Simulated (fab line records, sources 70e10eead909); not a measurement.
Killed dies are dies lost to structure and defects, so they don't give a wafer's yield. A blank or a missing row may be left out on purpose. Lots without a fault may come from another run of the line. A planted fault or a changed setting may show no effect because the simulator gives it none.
Which tool did it? | flow nand_harc | 24 lots, 72 wafers sampled, at 6 steps of a route of 1159

WHAT THE GAUGES READ, wafer by wafer
The record holds no reading of a measuring or inspecting step that can be judged against a usual standard deviation.

WHICH TOOL RAN EACH LOT (tool, then ch and the chambers of the sampled wafers, then the start)
lot  | NHARC_A_STAIRCASE_STRIP_254          | NHARC_A_STAIRCASE_STRIP_316                   | NHARC_A_SGD_CUT_ETCH_59                       | NHARC_A_WL_FILL_ETCHBACK_05       | NHARC_A_WL_FILL_STRIP_27             | NHARC_A_WL_FILL_ALD_10
L074 | plasma_asher-02 ch 0,1, day 11 05:05 | rie_diel-10 ch 0,1,3, day 14 17:26 or earlier | rie_diel-05 ch 0,1, day 14 17:26 or earlier   | rie_metal-03 ch 0,1, day 14 17:26 | plasma_asher-01 ch 0,1, day 14 17:35 | ald_hk-01 ch 0,3, day 14 21:34
L076 | plasma_asher-02 ch 0,1, day 12 02:20 | rie_diel-06 ch 1,2, day 15 22:12 or earlier   | rie_diel-05 ch 2,3, day 15 22:12 or earlier   | rie_metal-02 ch 0,1, day 15 22:12 | plasma_asher-01 ch 0,1, day 15 22:23 | ald_hk-01 ch 1,2, day 16 02:45
L077 | plasma_asher-01 ch 0,1, day 12 03:46 | rie_diel-10 ch 0,2,3, day 15 19:22 or earlier | rie_diel-04 ch 0,1,2, day 15 19:22 or earlier | rie_metal-01 ch 0,1, day 15 19:22 | plasma_asher-01 ch 0,1, day 15 19:30 | ald_hk-04 ch 0,1,3, day 16 02:45
L075 | plasma_asher-01 ch 0,1, day 12 06:54 | rie_diel-10 ch 0,1, day 15 23:01 or earlier   | rie_diel-05 ch 0,1,2, day 15 23:01 or earlier | rie_metal-01 ch 0,1, day 15 23:01 | plasma_asher-01 ch 0,1, day 15 23:10 | ald_hk-03 ch 1,2,3, day 16 04:19
L078 | plasma_asher-01 ch 0,1, day 12 07:56 | rie_diel-02 ch 0,1,3, day 16 03:53 or earlier | rie_diel-04 ch 1,2, day 16 03:53 or earlier   | rie_metal-02 ch 0,1, day 16 03:53 | plasma_asher-01 ch 0,1, day 16 04:02 | ald_hk-01 ch 0,2,3, day 16 11:13
L079 | plasma_asher-02 ch 0,1, day 12 12:53 | rie_diel-10 ch 0,1,2, day 16 01:01 or earlier | rie_diel-08 ch 0,1,3, day 16 01:01 or earlier | rie_metal-03 ch 0,1, day 16 01:01 | plasma_asher-01 ch 0,1, day 16 01:17 | ald_hk-01 ch 1,3, day 16 06:31
L081 | plasma_asher-02 ch 0,1, day 12 13:31 | rie_diel-10 ch 0,1,2, day 16 01:52 or earlier | rie_diel-05 ch 0,1,3, day 16 01:52 or earlier | rie_metal-02 ch 0,1, day 16 01:52 | plasma_asher-01 ch 0,1, day 16 02:00 | ald_hk-01 ch 0,2,3, day 16 12:46
L080 | plasma_asher-02 ch 0,1, day 12 20:01 | rie_diel-02 ch 1,2, day 17 08:23 or earlier   | rie_diel-04 ch 0,3, day 17 08:23 or earlier   | rie_metal-03 ch 0,1, day 17 08:23 | plasma_asher-02 ch 0,1, day 17 08:34 | ald_hk-01 ch 1,2, day 17 17:37
L082 | plasma_asher-02 ch 0,1, day 13 12:36 | rie_diel-10 ch 0,3, day 18 00:28 or earlier   | rie_diel-08 ch 0,3, day 18 00:28 or earlier   | rie_metal-02 ch 0,1, day 18 00:28 | plasma_asher-01 ch 0,1, day 18 00:36 | ald_hk-03 ch 1,2,3, day 18 07:45
L084 | plasma_asher-02 ch 0,1, day 13 18:06 | rie_diel-02 ch 0,1,3, day 18 04:17 or earlier | rie_diel-04 ch 0,1,2, day 18 04:17 or earlier | rie_metal-03 ch 0,1, day 18 04:17 | plasma_asher-02 ch 0,1, day 18 04:26 | ald_hk-01 ch 0,1,3, day 18 10:20
L083 | plasma_asher-02 ch 0,1, day 13 23:12 | rie_diel-10 ch 0,1,2, day 18 05:26 or earlier | rie_diel-04 ch 0,3, day 18 05:26 or earlier   | rie_metal-02 ch 0,1, day 18 05:26 | plasma_asher-01 ch 0,1, day 18 05:35 | ald_hk-04 ch 0,1,2, day 18 10:52
L085 | plasma_asher-01 ch 0,1, day 14 05:16 | rie_diel-10 ch 0,1,3, day 18 07:07 or earlier | rie_diel-04 ch 1,2, day 18 07:07 or earlier   | rie_metal-01 ch 0,1, day 18 07:07 | plasma_asher-01 ch 0,1, day 18 07:14 | ald_hk-03 ch 1,2,3, day 18 10:52
L090 | plasma_asher-02 ch 0,1, day 14 20:34 | rie_diel-02 ch 0,1, day 18 14:16 or earlier   | rie_diel-08 ch 1,3, day 18 14:16 or earlier   | rie_metal-01 ch 0,1, day 18 14:16 | plasma_asher-02 ch 0,1, day 18 14:41 | ald_hk-03 ch 1,3, day 18 20:10
L087 | plasma_asher-01 ch 0,1, day 14 21:43 | rie_diel-06 ch 0,3, day 18 11:07 or earlier   | rie_diel-04 ch 1,2,3, day 18 11:07 or earlier | rie_metal-01 ch 0,1, day 18 11:07 | plasma_asher-01 ch 0,1, day 18 11:17 | ald_hk-04 ch 0,2,3, day 18 17:37
L089 | plasma_asher-02 ch 0,1, day 14 22:10 | rie_diel-02 ch 2,3, day 18 10:56 or earlier   | rie_diel-05 ch 0,3, day 18 10:56 or earlier   | rie_metal-02 ch 0,1, day 18 10:56 | plasma_asher-01 ch 0,1, day 18 11:07 | ald_hk-01 ch 2,3, day 18 16:34
L088 | plasma_asher-01 ch 0,1, day 15 00:44 | rie_diel-10 ch 0,1,3, day 18 20:50 or earlier | rie_diel-04 ch 0,1,2, day 18 20:50 or earlier | rie_metal-03 ch 0,1, day 18 20:50 | plasma_asher-01 ch 0,1, day 18 21:02 | ald_hk-03 ch 0,2,3, day 19 02:51
L086 | plasma_asher-02 ch 0,1, day 15 01:23 | rie_diel-10 ch 1,3, day 18 17:59 or earlier   | rie_diel-05 ch 0,1,2, day 18 17:59 or earlier | rie_metal-02 ch 0,1, day 18 17:59 | plasma_asher-01 ch 0,1, day 18 18:08 | ald_hk-01 ch 0,2,3, day 19 00:40
L091 | plasma_asher-01 ch 0,1, day 15 07:34 | rie_diel-06 ch 1,2,3, day 18 19:34 or earlier | rie_diel-08 ch 0,1,3, day 18 19:34 or earlier | rie_metal-01 ch 0,1, day 18 19:34 | plasma_asher-02 ch 0,1, day 18 19:43 | ald_hk-04 ch 0,1,2, day 18 23:38
L092 | plasma_asher-01 ch 0,1, day 15 14:50 | rie_diel-10 ch 2,3, day 19 14:16 or earlier   | rie_diel-04 ch 0,1,3, day 19 14:16 or earlier | rie_metal-03 ch 0,1, day 19 14:16 | plasma_asher-01 ch 0,1, day 19 14:25 | ald_hk-03 ch 0,1,3, day 19 20:10
L093 | plasma_asher-01 ch 0,1, day 15 21:58 | rie_diel-02 ch 0,1,3, day 20 01:12 or earlier | rie_diel-08 ch 0,1,3, day 20 01:12 or earlier | rie_metal-01 ch 0,1, day 20 01:12 | plasma_asher-02 ch 0,1, day 20 02:14 | ald_hk-04 ch 0,2,3, day 20 07:37
L094 | plasma_asher-01 ch 0,1, day 16 12:05 | rie_diel-02 ch 0,1,2, day 20 08:31 or earlier | rie_diel-08 ch 1,2,3, day 20 08:31 or earlier | rie_metal-03 ch 0,1, day 20 08:31 | plasma_asher-01 ch 0,1, day 20 08:53 | ald_hk-04 ch 0,1,2, day 20 13:17
L096 | plasma_asher-02 ch 0,1, day 16 12:38 | rie_diel-10 ch 1,3, day 20 05:37 or earlier   | rie_diel-04 ch 1,2,3, day 20 05:37 or earlier | rie_metal-01 ch 0,1, day 20 05:37 | plasma_asher-01 ch 0,1, day 20 06:51 | ald_hk-01 ch 1,2, day 20 13:16
L095 | plasma_asher-01 ch 0,1, day 16 16:01 | rie_diel-06 ch 0,1,2, day 20 05:43 or earlier | rie_diel-05 ch 1,2, day 20 05:43 or earlier   | rie_metal-01 ch 0,1, day 20 05:43 | plasma_asher-01 ch 0,1, day 20 07:01 | ald_hk-03 ch 1,2,3, day 20 15:08
L097 | plasma_asher-02 ch 0,1, day 17 09:55 | rie_diel-10 ch 1,2,3, day 21 04:17 or earlier | rie_diel-05 ch 0,1,3, day 21 04:17 or earlier | rie_metal-03 ch 0,1, day 21 04:17 | plasma_asher-01 ch 0,1, day 21 04:26 | ald_hk-03 ch 0,1,3, day 21 07:17
- NHARC_A_STAIRCASE_STRIP_254: strips in O2.
- NHARC_A_STAIRCASE_STRIP_316: strips in O2.
- NHARC_A_SGD_CUT_ETCH_59: etches the open film in N2/H2, target depth 260 nm, time 406.25 s.
- NHARC_A_WL_FILL_ETCHBACK_05: etches the open film in Cl2/BCl3, target depth 22 nm, time 60 s.
- NHARC_A_WL_FILL_STRIP_27: strips in N2/H2, time 20 s.
- NHARC_A_WL_FILL_ALD_10: deposits SiO2, target thk 50 nm, pulse time 10 s, ald cycles 500.

WHAT THE TOOLS THEMSELVES READ (means of the sampled wafers that have a number; where no wafer has one, the mark that the record gives instead)
NHARC_A_STAIRCASE_STRIP_254. Usual: drypump_motor_current_A 5.6 A, standard deviation 0.4; heater_power_w 323 W, standard deviation 42.
lot  | tool            | drypump_motor_current_A (A) | heater_power_w (W) | flag
L074 | plasma_asher-02 | 5.7                         | 342                |
L076 | plasma_asher-02 | 5.8                         | 320                |
L077 | plasma_asher-01 | 5.2                         | 295                |
L075 | plasma_asher-01 | 5.6                         | 325                |
L078 | plasma_asher-01 | 5.6                         | 336                |
L079 | plasma_asher-02 | 5.7                         | 337                |
L081 | plasma_asher-02 | 5.7                         | 335                |
L080 | plasma_asher-02 | 5.7                         | 338                |
L082 | plasma_asher-02 | 5.7                         | 331                |
L084 | plasma_asher-02 | 5.7                         | 339                |
L083 | plasma_asher-02 | 5.8                         | 322                |
L085 | plasma_asher-01 | 5.2                         | 301                |
L090 | plasma_asher-02 | 5.7                         | 337                |
L087 | plasma_asher-01 | 5.2                         | 304                |
L089 | plasma_asher-02 | 5.8                         | 315                |
L088 | plasma_asher-01 | 5.2                         | 304                |
L086 | plasma_asher-02 | 5.9                         | 321                |
L091 | plasma_asher-01 | 5.2                         | 302                |
L092 | plasma_asher-01 | 5.2                         | 303                |
L093 | plasma_asher-01 | 5.2                         | 302                |
L094 | plasma_asher-01 | 5.6                         | 342                |
L096 | plasma_asher-02 | 5.8                         | 308                |
L095 | plasma_asher-01 | 5.6                         | 335                |
L097 | plasma_asher-02 | 5.7                         | 325                |

NHARC_A_STAIRCASE_STRIP_316. Usual: drypump_motor_current_A 6.0 A, standard deviation 0.37; oes_product_au 1.002 a.u., standard deviation 0.0092; rf_vpp_V 57.7 V, standard deviation 0.97; showerhead_plenum_p_Torr 3.58 Torr, standard deviation 0.17; throttle_valve_pct 17.035 %, standard deviation 0.0088.
lot  | tool        | drypump_motor_current_A (A) | oes_product_au (a.u.) | rf_vpp_V (V) | showerhead_plenum_p_Torr (Torr) | throttle_valve_pct (%) | flag
L074 | rie_diel-10 | 5.9                         | 0.999                 | 57.6         | 3.60                            | 17.043                 |
L076 | rie_diel-06 | 5.8                         | 1.010                 | 58.0         | 3.73                            | 17.029                 |
L077 | rie_diel-10 | 6.2                         | 1.002                 | 57.0         | 3.54                            | 17.030                 |
L075 | rie_diel-10 | 5.9                         | 0.992                 | 58.3         | 3.76                            | 17.037                 |
L078 | rie_diel-02 | 5.9                         | 0.999                 | 56.7         | 3.45                            | 17.032                 |
L079 | rie_diel-10 | 6.1                         | 0.999                 | 58.0         | 3.71                            | 17.031                 |
L081 | rie_diel-10 | 6.1                         | 0.996                 | 57.9         | 3.71                            | 17.031                 |
L080 | rie_diel-02 | 5.3                         | 0.993                 | 57.0         | 3.44                            | 17.041                 |
L082 | rie_diel-10 | 6.1                         | 1.006                 | 57.6         | 3.41                            | 17.038                 |
L084 | rie_diel-02 | 5.9                         | 0.993                 | 57.5         | 3.45                            | 17.041                 |
L083 | rie_diel-10 | 6.1                         | 0.999                 | 58.7         | 3.70                            | 17.035                 |
L085 | rie_diel-10 | 5.9                         | 1.001                 | 58.7         | 3.58                            | 17.029                 |
L090 | rie_diel-02 | 5.9                         | 0.991                 | 58.2         | 3.38                            | 17.037                 |
L087 | rie_diel-06 | 6.2                         | 1.005                 | 57.6         | 3.60                            | 17.031                 |
L089 | rie_diel-02 | 6.0                         | 1.007                 | 57.2         | 3.52                            | 17.035                 |
L088 | rie_diel-10 | 5.9                         | 1.004                 | 57.6         | 3.57                            | 17.039                 |
L086 | rie_diel-10 | 5.9                         | 1.003                 | 58.0         | 3.43                            | 17.037                 |
L091 | rie_diel-06 | 5.8                         | 1.018                 | 57.7         | 3.68                            | 17.039                 |
L092 | rie_diel-10 | 6.3                         | 0.996                 | 57.3         | 3.68                            | 17.040                 |
L093 | rie_diel-02 | 5.9                         | 1.007                 | 57.5         | 3.44                            | 17.023                 |
L094 | rie_diel-02 | 5.6                         | 1.001                 | 57.8         | 3.41                            | 17.036                 |
L096 | rie_diel-10 | 5.8                         | 1.011                 | 58.1         | 3.78                            | 17.038                 |
L095 | rie_diel-06 | 6.0                         | 1.007                 | 58.5         | 3.60                            | 17.036                 |
L097 | rie_diel-10 | 6.0                         | 1.002                 | 57.3         | 3.72                            | 17.040                 |

NHARC_A_SGD_CUT_ETCH_59. Usual: drypump_motor_current_A 5.6 A, standard deviation 0.58; oes_product_au 1.001 a.u., standard deviation 0.01; rf_vpp_V 430 V, standard deviation 3.1; showerhead_plenum_p_Torr 2.03 Torr, standard deviation 0.1; throttle_valve_pct 14.171 %, standard deviation 0.0089.
lot  | tool        | drypump_motor_current_A (A) | oes_product_au (a.u.) | rf_vpp_V (V) | showerhead_plenum_p_Torr (Torr) | throttle_valve_pct (%) | flag
L074 | rie_diel-05 | 4.8                         | 1.001                 | 427          | 1.91                            | 14.175                 |
L076 | rie_diel-05 | 5.2                         | 1.008                 | 434          | 2.15                            | 14.175                 |
L077 | rie_diel-04 | 5.6                         | 1.003                 | 430          | 1.99                            | 14.180                 |
L075 | rie_diel-05 | 4.9                         | 1.010                 | 429          | 2.00                            | 14.171                 |
L078 | rie_diel-04 | 5.5                         | 0.995                 | 430          | 1.98                            | 14.170                 |
L079 | rie_diel-08 | 6.1                         | 0.995                 | 433          | 2.08                            | 14.177                 |
L081 | rie_diel-05 | 4.9                         | 1.006                 | 429          | 1.98                            | 14.170                 |
L080 | rie_diel-04 | 6.1                         | 1.005                 | 428          | 1.95                            | 14.165                 |
L082 | rie_diel-08 | 6.0                         | 0.989                 | 431          | 2.08                            | 14.171                 |
L084 | rie_diel-04 | 5.6                         | 1.003                 | 429          | 1.99                            | 14.167                 |
L083 | rie_diel-04 | 6.4                         | 1.000                 | 427          | 1.94                            | 14.169                 |
L085 | rie_diel-04 | 5.5                         | 1.008                 | 431          | 2.04                            | 14.176                 |
L090 | rie_diel-08 | 6.1                         | 0.992                 | 431          | 2.08                            | 14.186                 |
L087 | rie_diel-04 | 5.9                         | 0.997                 | 429          | 1.99                            | 14.168                 |
L089 | rie_diel-05 | 5.0                         | 0.993                 | 429          | 1.98                            | 14.179                 |
L088 | rie_diel-04 | 5.6                         | 1.002                 | 429          | 1.99                            | 14.161                 |
L086 | rie_diel-05 | 4.9                         | 1.005                 | 430          | 2.00                            | 14.170                 |
L091 | rie_diel-08 | 6.0                         | 0.994                 | 432          | 2.08                            | 14.166                 |
L092 | rie_diel-04 | 6.1                         | 1.007                 | 428          | 1.94                            | 14.177                 |
L093 | rie_diel-08 | 6.1                         | 0.993                 | 432          | 2.08                            | 14.174                 |
L094 | rie_diel-08 | 5.7                         | 0.992                 | 433          | 2.11                            | 14.163                 |
L096 | rie_diel-04 | 5.9                         | 1.002                 | 430          | 1.98                            | 14.177                 |
L095 | rie_diel-05 | 4.9                         | 1.010                 | 430          | 2.00                            | 14.168                 |
L097 | rie_diel-05 | 5.0                         | 1.004                 | 428          | 1.97                            | 14.172                 |

NHARC_A_WL_FILL_ETCHBACK_05. Usual: drypump_motor_current_A 5.7 A, standard deviation 0.35; oes_product_au 1.001 a.u., standard deviation 0.008.
lot  | tool         | drypump_motor_current_A (A) | oes_product_au (a.u.) | flag
L074 | rie_metal-03 | 5.6                         | 1.005                 |
L076 | rie_metal-02 | 5.4                         | 1.002                 |
L077 | rie_metal-01 | 5.8                         | 0.998                 |
L075 | rie_metal-01 | 5.8                         | 1.004                 |
L078 | rie_metal-02 | 5.4                         | 1.002                 |
L079 | rie_metal-03 | 5.7                         | 0.998                 |
L081 | rie_metal-02 | 5.4                         | 0.994                 |
L080 | rie_metal-03 | 5.6                         | 1.002                 |
L082 | rie_metal-02 | 5.4                         | 1.000                 |
L084 | rie_metal-03 | 5.6                         | 0.999                 |
L083 | rie_metal-02 | 5.2                         | 1.011                 |
L085 | rie_metal-01 | 5.8                         | 1.004                 |
L090 | rie_metal-01 | 5.9                         | 0.999                 |
L087 | rie_metal-01 | 5.9                         | 1.006                 |
L089 | rie_metal-02 | 5.4                         | 1.006                 |
L088 | rie_metal-03 | 5.6                         | 1.001                 |
L086 | rie_metal-02 | 5.4                         | 1.006                 |
L091 | rie_metal-01 | 5.8                         | 0.994                 |
L092 | rie_metal-03 | 5.8                         | 0.996                 |
L093 | rie_metal-01 | 5.8                         | 0.998                 |
L094 | rie_metal-03 | 5.6                         | 0.999                 |
L096 | rie_metal-01 | 6.0                         | 1.006                 |
L095 | rie_metal-01 | 5.8                         | 1.001                 |
L097 | rie_metal-03 | 5.8                         | 0.994                 |

NHARC_A_WL_FILL_STRIP_27. Usual: drypump_motor_current_A 5.5 A, standard deviation 0.46; heater_power_w 319 W, standard deviation 52.
lot  | tool            | drypump_motor_current_A (A) | heater_power_w (W) | flag
L074 | plasma_asher-01 | 5.2                         | 301                |
L076 | plasma_asher-01 | 5.6                         | 342                |
L077 | plasma_asher-01 | 5.2                         | 299                |
L075 | plasma_asher-01 | 5.2                         | 300                |
L078 | plasma_asher-01 | 5.2                         | 305                |
L079 | plasma_asher-01 | 5.6                         | 339                |
L081 | plasma_asher-01 | 5.2                         | 297                |
L080 | plasma_asher-02 | 5.8                         | 305                |
L082 | plasma_asher-01 | 5.6                         | 337                |
L084 | plasma_asher-02 | 5.7                         | 318                |
L083 | plasma_asher-01 | 5.2                         | 305                |
L085 | plasma_asher-01 | 5.6                         | 342                |
L090 | plasma_asher-02 | 5.7                         | 317                |
L087 | plasma_asher-01 | 5.6                         | 343                |
L089 | plasma_asher-01 | 5.3                         | 301                |
L088 | plasma_asher-01 | 5.2                         | 300                |
L086 | plasma_asher-01 | 5.2                         | 297                |
L091 | plasma_asher-02 | 5.7                         | 321                |
L092 | plasma_asher-01 | 5.3                         | 295                |
L093 | plasma_asher-02 | 5.9                         | 308                |
L094 | plasma_asher-01 | 5.6                         | 334                |
L096 | plasma_asher-01 | 5.6                         | 338                |
L095 | plasma_asher-01 | 5.2                         | 299                |
L097 | plasma_asher-01 | 5.6                         | 341                |

NHARC_A_WL_FILL_ALD_10. Usual: heater_power_w 487 W, standard deviation 42; precursor_pulse_height_rel 1.001, standard deviation 0.021.
lot  | tool      | heater_power_w (W) | precursor_pulse_height_rel | flag
L074 | ald_hk-01 | 451                | 1.000                      |
L076 | ald_hk-01 | 534                | 1.017                      |
L077 | ald_hk-04 | 508                | 1.002                      |
L075 | ald_hk-03 | 469                | 0.980                      |
L078 | ald_hk-01 | 454                | 1.003                      |
L079 | ald_hk-01 | 516                | 1.010                      |
L081 | ald_hk-01 | 467                | 1.008                      |
L080 | ald_hk-01 | 526                | 0.998                      |
L082 | ald_hk-03 | 471                | 1.008                      |
L084 | ald_hk-01 | 484                | 1.003                      |
L083 | ald_hk-04 | 519                | 1.004                      |
L085 | ald_hk-03 | 465                | 1.004                      |
L090 | ald_hk-03 | 485                | 1.023                      |
L087 | ald_hk-04 | 474                | 0.993                      |
L089 | ald_hk-01 | 483                | 0.998                      |
L088 | ald_hk-03 | 467                | 0.988                      |
L086 | ald_hk-01 | 467                | 1.006                      |
L091 | ald_hk-04 | 525                | 0.999                      |
L092 | ald_hk-03 | 486                | 1.014                      |
L093 | ald_hk-04 | 477                | 1.018                      |
L094 | ald_hk-04 | 518                | 1.017                      |
L096 | ald_hk-01 | 511                | 0.970                      |
L095 | ald_hk-03 | 471                | 1.005                      |
L097 | ald_hk-03 | 491                | 0.988                      |

THE ANSWER, worked out from the rows above alone
Rule: a lot is off if the mean of its wafers that have a number lies more than 3 standard deviations from the usual mean. A lot without any number at a reading at which 4 lots or more have one is off too. The other lots that the step has rows for count as sound. The gauges are gone through in route order, then the tools' own readings, and for those a lot's mean is taken as printed above. The first step at which some lot is off is used, and at that step the reading that is off furthest; a lot without a number counts as furthest.
No lot is off at any reading shown: from this, nothing can be told.

WHAT THE SIMULATOR HAD PUT IN
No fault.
